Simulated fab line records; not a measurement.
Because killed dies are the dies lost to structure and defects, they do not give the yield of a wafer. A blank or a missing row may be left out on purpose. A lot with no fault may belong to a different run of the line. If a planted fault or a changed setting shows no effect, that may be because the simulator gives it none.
Problem report in the 8D (eight disciplines) form, filled by code    flow nand_harc    the parts of the form that need people (team, actions taken, sign-off) are left out

1. PROBLEM STATEMENT
Mean of cd_nm at NHARC_A_BLC_CD_MEAS_10: 94.3 nm across 6 wafers in 2 lots; on wafers with no fault it is 100.2 nm (standard deviation 0.6). That is -9.8 standard deviations from the usual mean.
The step: target cd 100 nm.
Seen first at day 31 07:40 on cd_sem-01, wafer L719.2. Wafers with a number at this step in the record: 36, from 12 lots. Rule for "out" (also "out of limits"): further than 4 standard deviations from the usual mean. The rest of the wafers with a number are treated as sound.

2. WHAT IT IS; WHAT IT IS NOT
question                     is                      is not
which readings at this step  cd_nm                   -
which lots                   L718, L719              L703, L704, L705, L706, L707, L708, L710, L711, L713, L717
which wafers of those lots   all that have a number  -
read on which gauges         cd_sem-01, cd_sem-03    cd_sem-02
when                         from day 31 07:40       up to then (30 sound wafers)

3. WHAT RULES OUT EACH SUSPECT
Counting: a tool stays on the suspect list if, at a process step up to the reading, it processed all lots that are out and no sound lot following the first of them.
- the gauge at NHARC_A_BLC_CD_MEAS_10 has been ruled out. Those wafers that are out were read across 2 gauges (cd_sem-01, cd_sem-03).
- rie_diel-06 at NHARC_A_CONTACT_ETCH_98 (etches the open film in C4F6/O2, target depth 20 nm, time 10 s): kept. It processed each lot that is out, first L719 at day 31 07:35, and no sound lot thereafter; up to then, the last sound lot it processed was L717 at day 31 04:23. With no start given for some of its lots, NHARC_A_CONTACT_ETCH_98 uses the hours and lot order of NHARC_A_BLC_PEB_08.
- litho_track-06 at NHARC_A_BLC_PEB_08 (peb time 65 s): kept. It processed each lot that is out, first L719 at day 31 07:35, and no sound lot thereafter; up to then, the last sound lot it processed was L717 at day 31 04:23. Out on those wafers are its own readings of heater_power_total_W, plate_temp_C.
Left after counting: rie_diel-06 at NHARC_A_CONTACT_ETCH_98, litho_track-06 at NHARC_A_BLC_PEB_08.

4. THE CAUSE (what the simulator had put in)
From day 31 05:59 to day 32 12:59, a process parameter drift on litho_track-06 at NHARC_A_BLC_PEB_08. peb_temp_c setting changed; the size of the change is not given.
After counting, 2 suspects remain, this tool included.

5. SEQUENCE OF EFFECTS, ordered by route
Rows list readings where the struck wafers' mean (over those with a number) sits beyond 3 standard deviations from the usual. Only readings whose record carries a usual standard deviation are examined. hours: median over the lots of the time between each lot's start at the first step of this table that gives one and its start at this step. sigmas: the change, counted in usual standard deviations.
hours  step                    reading               usual     on struck wafers  change  sigmas
0      NHARC_A_BLC_PEB_08      heater_power_total_W  156.6 W   152.7             -3.9    -9.7
0      NHARC_A_BLC_PEB_08      plate_temp_C          99.99 C   98.33             -1.66   -14
0      NHARC_A_BLC_CD_MEAS_10  cd_nm                 100.2 nm  94.3              -5.9    -9.8
The process steps in it:
- NHARC_A_BLC_PEB_08: peb time 65 s.
At these later measuring or inspecting steps, every struck wafer for which the step has a row has a number for every such reading, and none has moved that far: NHARC_A_BLC_INSPECT_12, NHARC_END_SORT_01.

6. HOW IT WOULD HAVE BEEN CAUGHT EARLIER
Counted from the fault's start at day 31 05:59, it took 2 hours until the first out-of-limits reading at a measuring or inspecting step in this record, taken at day 31 07:40.
Tool's own readings at NHARC_A_BLC_PEB_08, heater_power_total_W, plate_temp_C: out on all struck wafers the step has rows for; an alarm limit on them would have tripped on the first.
Lots out: 2; of these, L718 started NHARC_A_BLC_PEB_08 on litho_track-06 after day 31 07:40. It would have been spared by a hold on the tool at that moment.
